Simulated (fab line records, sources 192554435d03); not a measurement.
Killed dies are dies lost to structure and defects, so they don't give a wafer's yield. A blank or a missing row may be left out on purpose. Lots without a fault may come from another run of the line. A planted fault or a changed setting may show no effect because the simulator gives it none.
fab line records | flow n5_finfet
record lots=10 wafers=28 last_day=17
route steps=1938 shown BEOL_M4@1111 BEOL_M7@1305 BEOL_M8@1335 PASSIVATION@1936
lots that met no fault: from a run of the same line without faults
start_h: hours from the record's first day to the start of the lot's first wafer shown | wait_h: hours since the lot's step before | " the same as in the row above | L1.1+2: a row that stands for several wafers | - no value, or no start given | * or withheld: withheld | < > ~ a bound
route shown NAME@n: a module of which the file shows steps, and the number in the route of the first | usual: mean/standard deviation of fault-free wafers | same: alike in all rows | chamber/n: place in a boat | sites: the reading at each site | _std_site: their standard deviation | _edge_site: outer sites' mean less inner sites' | radius_mm: how far each site lies from the wafer's centre | mask NAME#n: copy n | behind: the tool/chamber that last shaped the wafer | hold: why the lot was held/for how many hours/how that ended | device: the transistor (n, p or np) that didn't switch | end of line: the same wafers' tests at the end of the route | a step without rows: its recipe alone | killed: dies lost to structure and defects at the first sort, not the wafer's yield | map: a wafer's dies, x killed, . not, _ none there
set.NAME: the setting as run; set.NAME@STEP: as run at that earlier step | model.NAME: the simulator's own value behind a step, which no gauge read
steps of the route over a sample of lots; a table a step, a row a wafer
services: from which hour (start_h, from the record's first day; less than 0 if before it) a tool's chamber was out of use, for how many hours, and why
## steps
# step N5_BEOL_M4_RC_MEAS_101
# usual DIBL_N=37.1/1.9 DIBL_P=37.2/2.3 IOFF_N=0.18/0.04 IOFF_P=0.23/0.044 ION_N=682/11 ION_P=468/8.6 SS_N=71.9/0.68 SS_P=73.5/0.74 VT_N=248/3.4 VT_P=-248/3.4
# columns lot.wafer tool chamber start_h wait_h DIBL_N[mV/V] DIBL_P[mV/V] IOFF_N[nA/um] IOFF_P[nA/um] ION_N[uA/um] ION_P[uA/um] SS_N[mV/dec] SS_P[mV/dec] VT_N[mV] VT_P[mV]
L677.1 prober-02 0 170.25 0.0 39.1 38.0 0.19 0.24 673 463 72.1 74.4 250 -250
L677.3 " 0 " " 36.4 34.9 0.14 0.20 675 468 71.3 73.4 251 -251
L677.6 " 0 " " 38.4 36.1 0.16 0.22 668 461 72.4 73.8 248 -249
L678.1 prober-02 0 191.06 0.2 33.6 34.6 0.13 0.19 662 461 71.1 73.4 254 -249
L678.2 " 0 " " 35.1 36.4 0.16 0.22 683 468 71.5 74.3 251 -245
L678.3 " 0 " " 34.7 36.5 0.15 0.22 676 475 71.6 73.2 252 -249
L683.2 prober-02 0 198.42 0.2 32.9 33.4 0.11 0.16 660 455 70.7 72.0 254 -254
L683.3 " 0 " " 35.6 35.8 0.16 0.19 679 461 71.8 72.5 248 -252
L683.4 " 0 " " 34.9 34.8 0.15 0.17 670 460 72.0 72.5 249 -254
L682.2 prober-01 0 200.67 0.2 33.4 32.2 0.12 0.17 669 460 71.7 71.5 251 -250
L682.3 " 0 " " 37.4 36.3 0.18 0.22 675 459 71.8 72.9 251 -248
L682.6 " 0 " " 34.6 34.1 0.14 0.19 674 462 71.1 72.6 252 -249
L686.1 prober-01 0 226.21 0.0 36.6 38.5 0.17 0.20 685 461 71.6 74.0 249 -254
L686.5 " 0 " " 34.3 37.1 0.14 0.18 676 461 70.7 73.0 254 -251
L686.6 " 0 " " 34.6 35.9 0.14 0.17 675 456 71.0 72.0 251 -255
L692.3 prober-01 0 261.19 0.3 40.2 42.0 0.26 0.30 697 471 73.5 74.6 244 -245
L692.4 " 0 " " 37.6 39.5 0.20 0.26 687 465 72.0 74.1 246 -248
L692.6 " 0 " " 39.0 39.6 0.22 0.25 681 455 72.6 74.0 246 -247
L693.1 prober-02 0 265.64 0.0 38.1 37.8 0.16 0.21 685 469 71.9 73.6 250 -252
L693.3 " 0 " " 37.3 37.4 0.18 0.22 687 471 72.5 73.9 247 -251
L693.5 " 0 " " 37.4 37.3 0.16 0.21 676 470 72.7 72.8 251 -251
L695.3 prober-01 0 276.53 0.3 36.9 35.7 0.17 0.18 666 444 73.2 73.4 250 -256
L695.4 " 0 " " 37.8 35.7 0.19 0.19 670 452 73.0 73.2 251 -253
L696.1 prober-01 0 292.97 0.0 37.6 40.2 0.21 0.29 688 473 72.1 74.6 246 -246
L696.5 " 0 " " 37.4 39.5 0.19 0.26 681 464 71.8 74.0 247 -246
L696.6 " 0 " " 41.7 43.6 0.32 0.37 699 477 73.5 75.8 240 -244
L698.1 prober-01 0 294.81 0.0 36.3 37.3 0.19 0.26 689 471 72.2 73.4 246 -245
L698.5 " 0 " " 32.8 33.6 0.13 0.20 652 457 71.2 71.7 253 -250
# step N5_BEOL_M7_VIA_ETCH_34
# recipe chemistry=C4F6/O2 target=SiCOH_lowk target_depth_a=1255 mask_material=SOC taper_deg=4 time_s=50.5 ion_energy_ev=250 pressure_mtorr=30 source_w=345 bias_w=185 Ar_flow_sccm=300 C4F6_flow_sccm=10 O2_flow_sccm=10
# usual drypump_motor_current_A=5.8/0.41 oes_product_au=0.78/0.058 rf_fwd_power_W=340.8/1.4 rf_vpp_V=662/8.7 showerhead_plenum_p_Torr=2.87/0.12 throttle_valve_pct=20.86/0.27
# columns lot.wafer tool chamber start_h wait_h drypump_motor_current_A oes_product_au rf_fwd_power_W rf_hours_counter_h rf_vpp_V showerhead_plenum_p_Torr throttle_valve_pct
L677.1 rie_diel-06 1 198.18 0.0 6.2 0.86 341.5 55 653 2.78 20.58
L677.3 " 0 " " 5.6 0.71 339.9 204 661 2.70 20.92
L677.6 " 0 " " 5.6 0.71 340.4 - 661 2.70 20.93
L678.1 rie_diel-02 3 218.51 0.0 5.9 0.82 339.8 84 662 3.01 20.52
L678.2 " 1 " " 5.6 0.87 341.7 57 652 3.00 20.58
L678.3 " 0 " " 5.1 0.74 342.6 168 668 2.98 21.28
L683.2 rie_diel-02 3 226.17 0.0 5.9 0.81 339.3 87 663 3.01 20.52
L683.3 " 1 " " 5.6 0.87 342.8 59 653 3.00 20.58
L683.4 " 2 " " 6.5 0.77 341.0 95 655 2.74 21.18
L682.2 rie_diel-02 2 228.06 0.0 6.5 0.78 340.7 96 653 2.74 21.17
L682.3 " 0 " " 5.1 0.74 340.2 171 668 2.98 21.30
L682.6 " 3 " " 5.9 0.81 339.8 - 664 3.01 20.51
L686.1 rie_diel-04 3 252.73 0.0 6.0 0.87 338.9 45 651 2.88 20.94
L686.5 " 2 " " 5.4 0.80 342.0 - 657 2.74 20.98
L686.6 " 1 " " 5.5 0.68 338.4 - 674 2.82 21.02
L692.3 rie_diel-06 2 286.64 0.0 6.0 0.79 342.1 115 672 2.97 20.68
L692.4 " 1 " " 6.2 0.82 342.7 85 652 2.77 20.62
L692.6 " 0 " " 5.7 0.70 338.4 - 662 2.69 20.97
L693.1 rie_diel-04 3 288.18 0.0 6.0 0.85 340.3 58 649 2.88 20.96
L693.3 " 2 " " 5.3 0.79 341.6 127 657 2.73 20.99
L693.5 " 2 " " 5.3 0.79 342.6 - 657 2.73 21.00
L695.3 rie_diel-06 1 304.81 0.0 6.2 0.81 345.0 89 651 2.77 20.63
L695.4 " 2 " " 6.0 0.79 340.1 120 671 2.97 20.71
L696.1 rie_diel-02 0 316.18 0.0 5.1 0.72 339.4 201 667 2.97 21.34
L696.5 " 2 " " 6.5 0.75 341.8 - 654 2.72 21.21
L696.6 " 3 " " 5.9 0.80 340.9 - 661 3.01 20.55
L698.1 rie_diel-02 2 318.66 0.0 6.5 0.75 339.3 127 652 2.72 21.22
L698.5 " 2 " " 6.5 0.75 340.0 - 654 2.72 21.22
# step N5_BEOL_M7_SPUTTER_48
# recipe material=Cu target_thk_a=100 temp_c=-20 bias_v=60 power_w=26000 chamber_pressure_pa=0.13 time_s=1.667
# usual throttle_valve_pct=30.1/1.4
# columns lot.wafer tool chamber start_h wait_h throttle_valve_pct
L677.1 pvd_sputter-02 - 200.14 0.1 27.6
L677.3 " - " " 30.4
L677.6 " - " " 27.8
L678.1 pvd_sputter-03 - 220.55 0.1 28.9
L678.2 " - " " 31.9
L678.3 " - " " 29.7
L683.2 pvd_sputter-01 - 229.28 0.1 31.1
L683.3 " - " " 28.2
L683.4 " - " " 28.4
L682.2 pvd_sputter-02 - 230.41 0.2 31.5
L682.3 " - " " 30.2
L682.6 " - " " 31.5
L686.1 pvd_sputter-02 - 254.63 0.3 31.7
L686.5 " - " " 31.3
L686.6 " - " " 32.2
L692.3 pvd_sputter-01 - 289.26 0.3 28.5
L692.4 " - " " 28.5
L692.6 " - " " 28.2
L693.1 pvd_sputter-03 - 289.96 0.1 31.5
L693.3 " - " " 28.9
L693.5 " - " " 29.9
L695.3 pvd_sputter-02 - 306.82 0.1 30.7
L695.4 " - " " 32.1
L696.1 pvd_sputter-03 - 318.05 0.2 29.9
L696.5 " - " " 29.8
L696.6 " - " " 32.0
L698.1 pvd_sputter-02 - 322.06 0.1 27.7
L698.5 " - " " 27.6
# step N5_BEOL_M7_ECD_50
# recipe material=Cu target_thk_a=3000
# columns lot.wafer tool chamber start_h wait_h
L677.1+3+6 ecd_cu-02 1,1,0 200.26 0.1
L678.1+2+3 ecd_cu-02 1,0,0 220.67 0.1
L683.2+3+4 ecd_cu-02 0,1,0 229.40 0.1
L682.2+3+6 ecd_cu-01 0 230.53 0.1
L686.1+5+6 ecd_cu-02 0,0,1 254.75 0.1
L692.3+4+6 ecd_cu-02 0,1,1 289.40 0.1
L693.1+3+5 ecd_cu-01 1,1,0 290.07 0.1
L695.3+4 ecd_cu-02 0,1 306.96 0.1
L696.1+5+6 ecd_cu-01 0,1,0 318.17 0.1
L698.1+5 ecd_cu-01 1 322.17 0.1
# step N5_BEOL_M7_CMP_52
# recipe stop_on=SiCOH_lowk t_overpolish_s=6.9 down_force_psi=1 platen_rpm=50 clearing_platen_down_force_psi=1.5 clearing_platen_rpm=50 post_cmp_clean=cu_alkaline target_thk_nm=80 clearing_platen_pad_velocity_m_s=0.99484 pad_velocity_m_s=0.99484
# usual motor_current_A=6.1/0.64 time_to_endpoint_s=62/3
# columns lot.wafer tool chamber start_h wait_h motor_current_A time_to_endpoint_s
L677.3 cmp-03 0 200.85 0.2 5.6 60
L677.1 " 2 " " 6.3 56
L677.6 " 0 " " 5.5 61
L678.2 cmp-01 1 221.32 0.2 6.0 1
L678.3 " 3 " " 4.9 0
L678.1 " 0 " " 5.3 0
L683.4 cmp-01 3 229.79 0.1 4.9 3
L683.3 " 0 " " 5.5 3
L683.2 " 2 " " 7.4 1
L682.3 cmp-03 2 231.45 0.2 6.2 3
L682.2 " 0 " " 5.4 5
L682.6 " 2 " " 6.3 4
L686.1 cmp-03 3 255.29 0.4 6.5 61
L686.5 " 0 " " 5.4 63
L686.6 " 1 " " 6.6 64
L692.3 cmp-02 2 289.96 0.2 5.8 57
L692.4 " 3 " " 6.1 61
L692.6 " 3 " " 6.0 59
L693.3 cmp-03 1 290.65 0.2 6.3 60
L693.1 " 3 " " 6.9 60
L693.5 " 0 " " 5.3 59
L695.3 cmp-03 1 307.36 0.2 6.3 64
L695.4 " 3 " " 6.6 58
L696.1 cmp-02 1 318.71 0.3 6.3 65
L696.6 " 3 " " 6.2 63
L696.5 " 0 " " 5.9 63
L698.1 cmp-02 2 322.65 0.3 5.6 63
L698.5 " 0 " " 6.0 64
# step N5_BEOL_M8_PECVD_70
# recipe material=SiO2 target_thk_a=200 temp_c=400 precursor=TEOS/O2 pressure_torr=5.5 rf_w=450 teos_flow_sccm=53.8 gas=O2 flow_sccm=3000 time_s=22.7
# usual heater_power_w=713/84 rf_fwd_power_W=444.6/2.5 showerhead_plenum_p_Torr=8.76/0.066 throttle_valve_pct=22.6/1
# columns lot.wafer tool chamber start_h wait_h heater_power_w rf_fwd_power_W showerhead_plenum_p_Torr throttle_valve_pct
L677.1 pecvd-02 2 202.39 0.0 624 447.1 8.78 21.6
L677.3 " 1 " " 656 441.9 8.73 22.1
L677.6 " 0 " " 671 449.2 8.82 23.9
L686.1 pecvd-02 0 256.28 0.0 837 445.3 8.82 24.2
L686.5 " 2 " " 693 446.7 8.79 21.7
L686.6 " 0 " " 822 446.7 8.82 23.9
L692.3 pecvd-04 2 291.08 0.1 841 443.4 8.73 21.3
L692.4 " 2 " " 847 442.4 8.75 21.8
L692.6 " 1 " " 745 445.3 8.87 22.6
L693.1 pecvd-04 0 291.72 0.0 836 445.8 8.83 22.5
L693.3 " 1 " " 713 440.1 8.84 22.6
L693.5 " 0 " " 824 446.6 8.82 22.6
L695.3 pecvd-02 0 308.43 0.0 799 445.2 8.83 24.3
L695.4 " 1 " " 609 440.2 8.75 22.1
L696.1 pecvd-02 0 320.57 0.0 829 446.5 8.83 24.1
L696.5 " 1 " " 588 442.0 8.73 22.0
L696.6 " 2 " " 603 447.2 8.77 21.7
L698.1 pecvd-01 2 323.67 0.0 680 442.9 8.71 22.3
L698.5 " 2 " " 675 442.0 8.71 21.9
# step N5_PASSIVATION_PROBE_49
# usual defect_limited_yield=91.5/1.4 killed_at_M0_to_M3=32/9.7 killed_at_M4_up=14/5.3 killed_at_contacts=11/6 killed_at_front_end=39/14 killed_at_other=3.3/2.7 killed_dies=100/17 killed_on_rim=14/4 killed_open=66/13 killed_short=32/7.4 sort_bin_4_leakage=0.02/0.16 sort_bin_5_function=4.9/0.9 sort_bin_6_memory=3.2/0.72 sort_n_pass=1080/17 sort_yield_pct=91.5/1.4
# same gross_dies=1180 killed_at_back_side=0 sort_bin_8_speed[%]=0
# columns lot.wafer tool chamber start_h wait_h defect_limited_yield[%] killed_at_M0_to_M3 killed_at_M4_up killed_at_contacts killed_at_front_end killed_at_other killed_dies killed_on_rim killed_open killed_short sort_bin_4_leakage[%] sort_bin_5_function[%] sort_bin_6_memory[%] sort_n_pass sort_yield_pct[%]
L678.1 prober-02 - 300.28 0.0 0 33 1084 21 34 8 1180 152 71 40 0 95.6 4.2 0 0
L678.2 prober-02 - 300.33 0.1 0 28 1096 18 38 0 1180 152 65 36 0 96.1 3.6 0 0
L678.3 prober-02 - 300.38 0.1 0 42 1090 11 31 6 1180 152 79 23 0 95.9 3.8 0 0
L682.2 prober-02 - 305.18 0.1 0 46 1098 13 18 5 1180 152 66 32 0 96.9 2.6 0 0
L682.3 prober-02 - 305.23 0.1 0 39 1098 17 23 3 1180 152 76 32 0 96.8 3.0 0 0
L682.6 prober-02 - 305.38 0.3 0 17 1116 11 32 4 1180 152 57 20 0 97.5 2.4 0 0
L683.2 prober-01 - 307.84 0.1 0 28 1093 9 50 0 1180 152 74 40 0 95.4 4.1 0 0
L683.3 prober-01 - 307.89 0.1 0 15 1128 9 21 7 1180 152 51 19 0 97.0 2.7 0 0
L683.4 prober-01 - 307.94 0.2 0 34 1103 7 35 1 1180 152 60 35 0 96.8 3.1 0 0
L686.6 prober-01 - 328.94 0.3 89.4 34 11 17 54 9 125 14 88 36 0 6.4 3.8 1055 89.4
L693.1 prober-01 - 367.93 0.0 92.9 29 11 11 30 3 84 12 55 26 0 4.3 2.7 1096 92.9
L693.5 prober-01 - 368.13 0.2 93.1 25 10 6 36 4 81 13 52 28 0 3.8 2.9 1099 93.1
# killed by level:class
L678.1 BEOL_M7:area_ecd=1069 MOL_CONTACT_COAG:geometric_particle:open=13 STI_FIN_REVEAL:geometric_particle:open=11 BEOL_M4:geometric_particle:open=9 BEOL_M1:geometric_particle:short=8 MOL_CONTACT_COAG:geometric_particle:short=8 BEOL_M1:geometric_particle:open=7 FIN_SAQP:geometric_particle:short=5
L678.2 BEOL_M7:area_ecd=1078 MOL_CONTACT_COAG:geometric_particle:open=14 ILD0:geometric_particle:open=8 FIN_SAQP:geometric_particle:open=7 BEOL_M1:geometric_particle:open=7 BEOL_M4:geometric_particle:open=7 FIN_SAQP:geometric_particle:short=6 BEOL_M3:geometric_particle:open=6
L678.3 BEOL_M7:area_ecd=1078 BEOL_M0_SAQP:geometric_particle:open=15 MOL_CONTACT_COAG:geometric_particle:open=11 STI_FIN_REVEAL:geometric_particle:open=8 BEOL_M1:geometric_particle:open=8 BEOL_M0_SAQP:geometric_particle:short=7 BEOL_M4:geometric_particle:open=7 DUMMY_GATE:geometric_particle:open=6
L682.2 BEOL_M7:area_ecd=1082 MOL_CONTACT_COAG:geometric_particle:open=11 BEOL_M2:geometric_particle:open=10 BEOL_M0_SAQP:geometric_particle:open=9 BEOL_M1:geometric_particle:open=9 STI_FIN_REVEAL:geometric_particle:open=7 BEOL_M1:geometric_particle:short=5 BEOL_M3:geometric_particle:short=4
L682.3 BEOL_M7:area_ecd=1071 MOL_CONTACT_COAG:geometric_particle:open=14 BEOL_M3:geometric_particle:open=13 BEOL_M4:geometric_particle:open=10 BEOL_M1:geometric_particle:open=9 STI_FIN_REVEAL:geometric_particle:open=8 BEOL_M5:geometric_particle:short=5 STARTING-WAFER:geometric_particle:short=5
L682.6 BEOL_M7:area_ecd=1102 STI_FIN_REVEAL:geometric_particle:open=11 MOL_CONTACT_COAG:geometric_particle:open=10 BEOL_M3:geometric_particle:open=6 FIN_SAQP:geometric_particle:open=5 BEOL_M4:geometric_particle:open=5 GATE_CUT:geometric_particle:short=4 BEOL_M2:geometric_particle:open=4
L683.2 BEOL_M7:area_ecd=1064 BEOL_M4:geometric_particle:open=20 FIN_SAQP:geometric_particle:short=10 DUMMY_GATE:geometric_particle:open=9 BEOL_M0_SAQP:geometric_particle:open=8 MOL_CONTACT_COAG:geometric_particle:open=7 BEOL_M3:geometric_particle:open=7 STI_FIN_REVEAL:geometric_particle:open=4
L683.3 BEOL_M7:area_ecd=1110 BEOL_M4:geometric_particle:open=12 MOL_CONTACT_COAG:geometric_particle:open=9 BEOL_M0_SAQP:geometric_particle:short=6 GATE_CUT:geometric_particle:short=5 BEOL_M0_SAQP:geometric_particle:open=5 FIN_SAQP:geometric_particle:open=4 MIM_TOP_ETCH:geometric_particle:open=4
L683.4 BEOL_M7:area_ecd=1081 BEOL_M4:geometric_particle:open=17 BEOL_M2:geometric_particle:open=9 BEOL_M0_SAQP:geometric_particle:open=8 BEOL_M0_SAQP:geometric_particle:short=8 GATE_CUT:geometric_particle:short=7 MOL_CONTACT_COAG:geometric_particle:open=5 STI_FIN_REVEAL:geometric_particle:open=4
L686.6 STI_FIN_REVEAL:geometric_particle:open=20 MOL_CONTACT_COAG:geometric_particle:open=16 FIN_SAQP:geometric_particle:open=9 BEOL_M0_SAQP:geometric_particle:short=9 STI_FIN_REVEAL:geometric_particle:short=8 BEOL_M2:geometric_particle:open=7 BEOL_M0_SAQP:geometric_particle:open=7 BEOL_M4:geometric_particle:open=7
L693.1 MOL_CONTACT_COAG:geometric_particle:open=9 BEOL_M2:geometric_particle:open=8 STI_FIN_REVEAL:geometric_particle:open=7 BEOL_M0_SAQP:geometric_particle:short=7 BEOL_M0_SAQP:geometric_particle:open=5 FIN_SAQP:geometric_particle:open=4 FIN_SAQP:geometric_particle:short=3 STARTING-WAFER:geometric_particle:short=3
L693.5 STI_FIN_REVEAL:geometric_particle:open=10 FIN_SAQP:geometric_particle:short=7 BEOL_M2:geometric_particle:open=6 MOL_CONTACT_COAG:geometric_particle:open=5 BEOL_M0_SAQP:geometric_particle:short=4 BEOL_M0_SAQP:geometric_particle:open=4 BEOL_M7:geometric_particle:open=4 STI_FIN_REVEAL:geometric_particle:short=3
## services
# columns tool chamber start_h hours kind
cmp-02 - 178.01 4.0 pm
ecd_cu-02 - 179.17 5.5 pm
rie_diel-06 1 181.26 7.0 repair
cmp-02 - 182.01 - consumable_replace:conditioner
cmp-02 - 182.01 - consumable_replace:pad
cmp-03 - 184.14 4.0 pm
rie_diel-06 2 187.71 4.6 repair
cmp-03 - 188.14 - consumable_replace:conditioner
cmp-03 - 188.14 - consumable_replace:pad
cmp-02 - 210.96 1.2 repair
cmp-01 - 211.87 4.0 pm
rie_diel-02 3 240.22 32.8 repair
pecvd-02 - 245.16 1.7 repair
cmp-02 - 256.81 4.4 pm
cmp-01 - 260.65 4.2 repair
cmp-03 - 269.63 1.2 repair
rie_diel-04 1 279.44 3.4 repair
cmp-01 - 286.22 19.7 repair
rie_diel-04 2 293.66 8.2 repair
pecvd-02 1 295.01 5.5 scheduled_down
pecvd-04 - 298.18 0.4 repair
pecvd-04 - 310.59 0.5 repair
rie_diel-06 1 311.17 5.3 repair
pecvd-04 - 318.37 0.7 repair
## key
first_sign step=N5_BEOL_M7_CMP_52 reading=time_to_endpoint_s direction=down sigmas=20 usual=* struck=*
effect step=N5_PASSIVATION_PROBE_49 reading=killed_at_M4_up direction=up sigmas=99+ usual=14 struck=1101
more_kills_born_at N5_BEOL_M7_ECD_50@ecd_cu-02=6480 N5_BEOL_M7_ECD_50@ecd_cu-01=3255
met_at N5_BEOL_M7_ECD_50
struck_lots L678,L682,L683
later_rows_left_out L678.1,L678.2,L678.3,L682.2,L682.3,L682.6,L683.2,L683.3,L683.4
not_acting_at N5_BEOL_M7_VIA_ETCH_34,N5_BEOL_M7_SPUTTER_48,N5_BEOL_M8_PECVD_70
onset_between 200.26 220.67
fault kind=skipped_step_whole tool=ecd_cu-01,ecd_cu-02 chamber=- onset_h=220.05 steps=N5_BEOL_M7_ECD_50 scope=struck_lots_only
# later_rows_left_out: the simulator's readings of these wafers behind a module that went badly wrong aren't trusted and aren't shown, but for the sort
